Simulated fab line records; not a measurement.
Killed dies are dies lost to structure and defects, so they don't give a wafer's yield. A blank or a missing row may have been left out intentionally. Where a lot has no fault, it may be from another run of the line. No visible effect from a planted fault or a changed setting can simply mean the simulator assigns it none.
Which tool did it? + flow n5Finfet + 10 lots, 30 wafers sampled, at 5 steps of a route of 1938

WHAT EACH GAUGE READ, for each wafer
N5_BEOL_M1_RS_MEAS_58: a four-point-probe measurement.
| lot  | measured     | on           | M1_RS (ohm/sq) |
|------|--------------|--------------|----------------|
| L193 | day 6 08:41  | filmMetro-01 | 0.70 0.62 0.62 |
| L194 | day 7 00:52  | filmMetro-02 | 0.62 0.64 0.62 |
| L196 | day 7 12:37  | filmMetro-01 | 0.65 0.64 0.64 |
| L200 | day 8 01:05  | filmMetro-02 | 0.67 0.76 0.71 |
| L203 | day 9 03:27  | filmMetro-02 | 0.67 0.71 0.63 |
| L204 | day 9 11:27  | filmMetro-02 | 0.68 0.63 0.65 |
| L211 | day 10 23:05 | filmMetro-02 | 0.72 0.72 0.67 |
| L212 | day 11 03:49 | filmMetro-01 | 0.70 0.64 0.68 |
| L213 | day 11 05:52 | filmMetro-02 | 0.69 0.67 0.66 |
| L214 | day 11 14:30 | filmMetro-02 | 0.71 0.66 0.65 |

N5_BEOL_M4_RC_MEAS_101.
| lot  | measured     | on        | DIBL_N (mV/V)  | DIBL_P (mV/V)  | IOFF_N (nA/um) | IOFF_P (nA/um) | ION_N (uA/um) | ION_P (uA/um) | SS_N (mV/dec)  | SS_P (mV/dec)  | VT_N (mV)   | VT_P (mV)      |
|------|--------------|-----------|----------------|----------------|----------------|----------------|---------------|---------------|----------------|----------------|-------------|----------------|
| L193 | day 7 19:43  | prober-02 | 40.0 36.8 42.1 | 39.1 35.1 40.9 | 0.22 0.16 0.27 | 0.33 0.23 0.35 | 686 680 691   | 470 469 472   | 71.7 71.4 72.3 | 73.7 73.0 74.2 | 242 249 243 | -242 -248 -241 |
| L194 | day 8 14:34  | prober-01 | 36.8 36.2 37.5 | 37.7 35.5 37.9 | 0.16 0.14 0.17 | 0.26 0.24 0.28 | 687 669 689   | 483 466 482   | 72.0 71.4 71.9 | 74.3 73.4 73.8 | 247 251 246 | -246 -245 -246 |
| L196 | day 8 21:13  | prober-01 | 37.0 32.8 34.7 | 38.6 32.4 35.2 | 0.17 0.09 0.12 | 0.24 0.14 0.18 | 697 651 666   | 480 450 459   | 71.6 71.4 71.6 | 72.8 71.4 72.1 | 247 259 253 | -249 -254 -249 |
| L200 | day 9 07:28  | prober-01 | 35.1 37.2 37.0 | 35.3 38.0 37.3 | 0.15 0.19 0.19 | 0.22 0.27 0.26 | 687 687 687   | 473 472 470   | 71.1 72.2 71.5 | 73.1 73.1 73.8 | 246 245 245 | -248 -245 -247 |
| L203 | day 10 19:53 | prober-01 | 36.9 32.6 36.2 | 38.9 32.7 38.4 | 0.18 0.11 0.19 | 0.25 0.16 0.25 | 673 675 692   | 462 461 472   | 72.5 70.8 72.3 | 73.3 72.4 73.1 | 247 258 246 | -249 -254 -246 |
| L204 | day 10 20:28 | prober-02 | 38.0 37.5 39.2 | 39.3 38.2 40.2 | 0.22 0.17 0.25 | 0.24 0.21 0.26 | 696 675 702   | 471 455 467   | 71.9 72.6 71.9 | 73.7 73.8 73.8 | 245 248 242 | -251 -253 -247 |
| L211 | day 12 10:14 | prober-01 | 38.1 39.1 36.4 | 38.7 39.5 35.6 | 0.18 0.20 0.16 | 0.23 0.24 0.19 | 679 674 685   | 459 458 465   | 72.0 71.9 71.9 | 73.5 73.8 73.0 | 246 246 249 | -250 -250 -252 |
| L212 | day 12 10:40 | prober-02 | 39.6 41.1 36.8 | 38.4 40.5 33.9 | 0.19 0.23 0.14 | 0.25 0.32 0.17 | 683 682 653   | 464 467 449   | 71.9 73.4 71.7 | 74.1 74.8 72.3 | 248 246 255 | -251 -244 -253 |
| L213 | day 13 04:02 | prober-01 | 38.4 36.2 38.8 | 38.8 35.8 39.9 | 0.19 0.15 0.20 | 0.27 0.22 0.29 | 677 662 677   | 475 462 469   | 71.7 71.6 72.2 | 73.7 72.5 73.6 | 246 252 248 | -244 -245 -245 |
| L214 | day 13 07:53 | prober-02 | 40.7 35.8 39.5 | 41.8 35.6 41.2 | 0.23 0.14 0.22 | 0.30 0.20 0.28 | 679 662 677   | 467 462 464   | 72.8 71.7 73.2 | 73.9 73.1 74.6 | 244 252 246 | -248 -252 -249 |

TOOL THAT RAN EACH LOT (tool first, then ch and the chambers of the sampled wafers, then the start)
| lot  | N5_BEOL_M1_SPUTTER_90       | N5_BEOL_M1_SPUTTER_92       | N5_BEOL_M2_COAT_62               |
|------|-----------------------------|-----------------------------|----------------------------------|
| L193 | pvdSputter-01, day 6 06:53  | pvdSputter-01, day 6 07:07  | lithoTrack-03 ch 0, day 6 11:47  |
| L194 | pvdSputter-01, day 6 23:07  | pvdSputter-01, day 6 23:20  | lithoTrack-03 ch 0, day 7 03:51  |
| L196 | pvdSputter-02, day 7 10:47  | pvdSputter-02, day 7 11:00  | lithoTrack-05 ch 0, day 7 13:20  |
| L200 | pvdSputter-02, day 7 23:19  | pvdSputter-02, day 7 23:33  | lithoTrack-05 ch 0, day 8 02:08  |
| L203 | pvdSputter-01, day 9 01:40  | pvdSputter-01, day 9 01:53  | lithoTrack-05 ch 0, day 9 03:48  |
| L204 | pvdSputter-01, day 9 09:36  | pvdSputter-01, day 9 09:49  | lithoTrack-05 ch 0, day 9 11:52  |
| L211 | pvdSputter-01, day 10 21:20 | pvdSputter-01, day 10 21:33 | lithoTrack-03 ch 0, day 11 01:13 |
| L212 | pvdSputter-01, day 11 00:31 | pvdSputter-01, day 11 00:44 | lithoTrack-01 ch 0, day 11 05:11 |
| L213 | pvdSputter-02, day 11 03:48 | pvdSputter-02, day 11 04:01 | lithoTrack-01 ch 0, day 11 07:16 |
| L214 | pvdSputter-02, day 11 12:47 | pvdSputter-02, day 11 13:01 | lithoTrack-03 ch 0, day 11 16:54 |
- N5_BEOL_M1_SPUTTER_90: material Cu, target thk 4.5 nm, time 8.29 s.
- N5_BEOL_M1_SPUTTER_92: material Cu, target thk 4.5 nm, time 8.29 s.
- N5_BEOL_M2_COAT_62: time 60 s, resist thk 12 nm.

WHAT THE TOOLS THEMSELVES READ (means of the sampled wafers that have a number; where no wafer has one, the mark that the record gives instead)
N5_BEOL_M1_SPUTTER_90.
| lot  | tool          | chuckSensorTempC (C) | throttleValvePct (%) |
|------|---------------|----------------------|----------------------|
| L193 | pvdSputter-01 | -16.1                | 30.5                 |
| L194 | pvdSputter-01 | -16.7                | 29.0                 |
| L196 | pvdSputter-02 | -15.5                | 30.0                 |
| L200 | pvdSputter-02 | -15.6                | 29.9                 |
| L203 | pvdSputter-01 | -15.6                | 30.7                 |
| L204 | pvdSputter-01 | -16.4                | 29.8                 |
| L211 | pvdSputter-01 | -16.0                | 30.2                 |
| L212 | pvdSputter-01 | -16.1                | 30.2                 |
| L213 | pvdSputter-02 | -15.7                | 30.1                 |
| L214 | pvdSputter-02 | -15.7                | 29.8                 |

N5_BEOL_M1_SPUTTER_92.
| lot  | tool          | chuckSensorTempC (C) | throttleValvePct (%) |
|------|---------------|----------------------|----------------------|
| L193 | pvdSputter-01 | -16.1                | 30.6                 |
| L194 | pvdSputter-01 | -16.7                | 28.9                 |
| L196 | pvdSputter-02 | -15.4                | 29.8                 |
| L200 | pvdSputter-02 | -15.7                | 29.8                 |
| L203 | pvdSputter-01 | -15.5                | 30.7                 |
| L204 | pvdSputter-01 | -16.5                | 29.7                 |
| L211 | pvdSputter-01 | -16.0                | 30.0                 |
| L212 | pvdSputter-01 | -16.0                | 30.1                 |
| L213 | pvdSputter-02 | -15.7                | 30.0                 |
| L214 | pvdSputter-02 | -15.8                | 29.7                 |

N5_BEOL_M2_COAT_62.
| lot  | tool          | dispensePressureKPa (kPa) | spinSpeedRpm (rpm) |
|------|---------------|---------------------------|--------------------|
| L193 | lithoTrack-03 | 49.5                      | 1500.7             |
| L194 | lithoTrack-03 | 49.5                      | 1500.2             |
| L196 | lithoTrack-05 | 54.7                      | 1500.0             |
| L200 | lithoTrack-05 | 54.7                      | 1499.6             |
| L203 | lithoTrack-05 | 54.7                      | 1603.2             |
| L204 | lithoTrack-05 | 54.7                      | 1603.5             |
| L211 | lithoTrack-03 | 49.5                      | 1500.7             |
| L212 | lithoTrack-01 | 50.0                      | 1499.6             |
| L213 | lithoTrack-01 | 50.0                      | 1498.9             |
| L214 | lithoTrack-03 | 49.5                      | 1499.8             |

THE ANSWER, worked out from the rows above alone
Rule: usual is defined by the lots themselves. Put in order of their means at a reading, lots are off if they are a third of the lots or fewer, leave a main group of 4 or more, and stand apart from it by a gap of 3 or more times the standard deviation of the main group's means; of several such gaps the widest counts. The tables above print the reading to a certain number of digits; a main group whose means all agree to those digits is not used. Also off: a lot with no number at a reading for which 4 or more lots have one. The other lots that the step has rows for count as sound. Order of review: gauges by route order, followed by the tools' own readings, for which a lot's mean as printed above is used. The first step at which some lot is off is used, and at that step the reading that is off furthest; a lot without a number counts as furthest.
Off: L203, L204, at N5_BEOL_M2_COAT_62 (spinSpeedRpm). Main group: mean 1499.9 rpm, sd 0.57.
If a tool, at that step or one of the process steps before it, ran each lot that is off and ran no sound lot following the first of them, it fits. One fits: lithoTrack-05 at N5_BEOL_M2_COAT_62. A fault onset in the window from L200 (day 8 02:08, its last sound lot) to L203 (day 9 03:48, its first lot off) fits.
The tool's own readings at N5_BEOL_M2_COAT_62 bear it out: on the lots that are off they differ by more than 5 times the standard deviation of the sound lots' means. spinSpeedRpm reads 1603.3 rpm there against 1499.9 rpm on the sound lots.

WHAT THE SIMULATOR PUT IN
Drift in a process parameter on lithoTrack-05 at N5_BEOL_M2_COAT_62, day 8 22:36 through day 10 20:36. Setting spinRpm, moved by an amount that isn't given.
Lots struck among those shown: L203, L204. The rule above reached the same finding.
